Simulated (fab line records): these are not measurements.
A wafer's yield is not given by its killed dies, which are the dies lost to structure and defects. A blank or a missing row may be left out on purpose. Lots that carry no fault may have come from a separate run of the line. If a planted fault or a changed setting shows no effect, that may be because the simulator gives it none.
Code-filled problem report in 8D (eight disciplines) form | flow n5 finfet | the parts of the form that need people (team, actions taken, sign-off) are left out

## 1. WHAT WENT WRONG
Mean of bias w at N5_BEOL_M4_TRENCH_ETCH_37: 192.2 W across 6 wafers in 2 lots; on wafers with no fault it is 185.0 W (standard deviation 0.57). That puts it +13 standard deviations away from the usual mean.
The step: etches SiOC in C4F6/O2, target depth 55.555 nm, time 29.2 s.
Seen first at day 11 12:36 on rie diel-06, wafer L460.1. The record holds 30 wafers of 11 lots with a number at this step. The rule behind "out" and "out of limits": a value lying over 4 standard deviations away from the usual mean. All remaining wafers that have a number are taken as sound.

## 2. WHAT IT IS AND WHAT IT IS NOT
question                    | is                     | is not
which readings at this step | bias w                 | drypump motor current A, showerhead plenum p Torr, throttle valve pct
which lots                  | L460, L465             | L445, L447, L448, L449, L450, L453, L455, L456, L459
which wafers of those lots  | all that have a number | -
read on which tools         | rie diel-06            | rie diel-02, rie diel-04
when                        | from day 11 12:36      | up to then (24 sound wafers)

## 3. WHAT RULES OUT EACH SUSPECT
Counting: any tool at a process step up to the reading is kept as a suspect provided that every lot that is out went through it and no sound lot did after the first of them.
- rie diel-06 at N5_BEOL_M4_TRENCH_ETCH_37 (etches SiOC in C4F6/O2, target depth 55.555 nm, time 29.2 s): kept. It ran every lot that is out, first L460 (day 11 12:36), and no sound lot after that; its last sound lot up to then is L459 (day 11 01:20). On those wafers its own readings are out: bias w.
After counting, what remains is rie diel-06 at N5_BEOL_M4_TRENCH_ETCH_37.

## 4. THE CAUSE (what the simulator had put in)
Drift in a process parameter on rie diel-06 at N5_BEOL_M4_TRENCH_ETCH_37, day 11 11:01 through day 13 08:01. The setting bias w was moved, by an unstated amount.
This tool alone remained once counting was done.

## 5. THE CHAIN OF EFFECTS, in route order
Each row: a reading where the mean over the struck wafers with a number is more than 3 standard deviations away from the usual. Only readings whose record carries a usual standard deviation are examined. hours: median over the lots of the time between each lot's start at the first step of this table that gives one and its start at this step. sigmas: the change, counted in usual standard deviations.
hours | step                      | reading | usual   | on struck wafers | change | sigmas
0     | N5_BEOL_M4_TRENCH_ETCH_37 | bias w  | 185.0 W | 192.2            | +7.2   | +13
It contains these process steps:
- N5_BEOL_M4_TRENCH_ETCH_37: etches SiOC in C4F6/O2, target depth 55.555 nm, time 29.2 s.
Later measuring or inspecting steps at which every struck wafer that the step has a row for has a number for every such reading, and none has moved that far: N5_BEOL_M4_RC_MEAS_101.

## 6. WHAT WOULD HAVE CAUGHT IT SOONER
In this record the first reading out of limits was taken at day 11 12:36, 2 hours after the fault began at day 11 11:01.
